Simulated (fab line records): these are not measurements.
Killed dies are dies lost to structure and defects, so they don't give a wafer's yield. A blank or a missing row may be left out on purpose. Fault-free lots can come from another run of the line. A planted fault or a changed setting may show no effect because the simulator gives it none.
A struck lot beside a sound one ; flow nand-harc ; 20 steps out of a route of 1302
Sound: these wafers, L531.2, L531.5, L531.6. The struck wafers were L547.1, L547.3, L547.6. Last of all comes the cause.
For every step that has rows: the tool of each side, followed by ch and its chambers, followed by its first start. Under that, the readings that differ: sound wafers ; struck wafers ; difference of the means ; sigmas: that difference in standard deviations of wafers without a fault.
alike: same words and numbers on both sides, and readings whose means sit less than 2 such deviations apart. not compared: any withheld reading, any reading some wafer has no value for, any bound like >300 that may hide the same value, and any number with overlapping values for which the record gives no deviation.
A row with sigmas, a row that says differs or no value, or rows on one side alone: a step with any of these is where the two part. Non-overlapping numbers with no deviation appear without sigmas and do not part them. Lack of a reading on every wafer of one side parts them only where that side has two or more wafers.

NHARC_P_CONTACT_DEP_00: deposits SiO2, target thk 500 nm.
  sound on pecvd-02 ch 0,1,2; struck on pecvd-02 ch 0,1
  alike: heater-power-w, showerhead-vpp-V, throttle-valve-pct
  not compared: since-wet-clean-h
NHARC_P_CONTACT_CMP_01: polishes SiO2, target thk 200 nm.
  sound on cmp-03 ch 2,3, day 6 23:47; struck on cmp-03 ch 0,1,2, day 14 00:20
  alike: motor-current-A
then, 9 steps without rows for these wafers: NHARC_P_CONTACT_SRD_03; NHARC_P_CONTACT_DEHYDRATE_04 (time 120 s); NHARC_P_CONTACT_HMDS_05 (time 30 s); NHARC_P_CONTACT_COAT_33 (time 75 s); NHARC_P_CONTACT_COAT_34 (time 65 s); NHARC_P_CONTACT_COAT_06 (resist thk 90 nm); NHARC_P_CONTACT_SOFTBAKE_07 (time 55 s); NHARC_P_CONTACT_EBR_08; NHARC_P_CONTACT_EXPOSE_09 (exposes mask P CA, target cd 90 nm).
NHARC_P_CONTACT_PEB_10: peb time 65 s.
  sound on litho-track-06 ch 0, day 7 00:32; struck on litho-track-06 ch 0, day 14 00:56
reading;sound;struck;difference;sigmas
heater-power-total-W (W);156.3 156.0 157.2;162.9 162.4 162.4;+6.1;+14
then, 1 step without rows for these wafers: NHARC_P_CONTACT_DEVELOP_11 (develop time 35 s).
NHARC_P_CONTACT_CD_MEAS_12 targets a cd of 90 nm.
  sound on cd-sem-03 ch 0, day 7 00:37; struck on cd-sem-02 ch 0, day 14 01:02
reading;sound;struck;difference;sigmas
cd-nm (nm);89.2 89.0 89.0;86.5 86.1 86.3;-2.8;-4
NHARC_P_CONTACT_OVL_MEAS_13:
  struck on overlay-01, day 14 01:07; sound on overlay-01, day 7 00:42
  alike: overlay-x-nm, overlay-y-nm
NHARC_P_CONTACT_INSPECT_14:
  struck on defect-inspect-01, day 14 01:10; sound on defect-inspect-01, day 7 00:44
  alike: raw-defect-count
NHARC_P_CONTACT_DESCUM_17: chemistry O2, time 3 s.
  sound on rie-diel-11 ch 0,1, day 7 00:48; struck on rie-diel-01 ch 0,1,3, day 14 01:13
reading;sound;struck;difference;sigmas
model.P_CONTACT.cd-nm (nm);89.29 89.56 88.56;85.53 87.34 86.37;-2.72;
  alike: drypump-motor-current-A, mfc-ar-sccm, oes-product-au, rf-vpp-V, showerhead-plenum-p-Torr, throttle-valve-pct
  not compared: rf-hours-counter-h
NHARC_P_CONTACT_ETCH_35: etches the open film in CF4, target depth 39 nm, time 65 s.
  sound on rie-diel-11 ch 0,1,2, day 7 00:54; struck on rie-diel-01 ch 0,2,3, day 14 01:19
reading;sound;struck;difference;sigmas
model.P_CONTACT.cd-nm (nm);89.39 89.72 87.9;85.65 87.23 85.96;-2.72;
  alike: bias-w, cf4-flow-sccm, drypump-motor-current-A, mfc-ar-sccm, oes-product-au, rf-vpp-V, showerhead-plenum-p-Torr, throttle-valve-pct
  not compared: rf-hours-counter-h
NHARC_P_CONTACT_ETCH_36: etches the open film in N2/H2, target depth 260 nm, time 406.25 s.
  sound on rie-diel-11 ch 0,3; struck on rie-diel-01 ch 0,1,3
  alike: bias-w, drypump-motor-current-A, mfc-ar-sccm, oes-product-au, rf-vpp-V, showerhead-plenum-p-Torr, throttle-valve-pct
  not compared: rf-hours-counter-h
-- jump in the record: it breaks off in module P_CONTACT and resumes in module END (first step shown: number 1302 of the route), and 19 days separate the struck wafers' starts before and after --
NHARC_END_SORT_01:
  sound on prober-01 ch 0, day 26 03:08; struck on prober-01 ch 0, day 32 17:19
  alike: killed-at-array, killed-at-other, killed-at-periphery, killed-dies, killed-open, killed-short

WHERE THEY PART
Earliest at NHARC_P_CONTACT_PEB_10; latest, in this record, at NHARC_P_CONTACT_CD_MEAS_12. Later steps at which nothing parts them and some readings are alike: NHARC_P_CONTACT_OVL_MEAS_13, NHARC_P_CONTACT_INSPECT_14, NHARC_P_CONTACT_DESCUM_17, NHARC_P_CONTACT_ETCH_35, NHARC_P_CONTACT_ETCH_36, NHARC_END_SORT_01.

WHY: whatever the simulator had introduced
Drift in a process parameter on litho-track-06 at NHARC_P_CONTACT_PEB_10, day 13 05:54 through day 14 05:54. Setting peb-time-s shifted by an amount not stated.
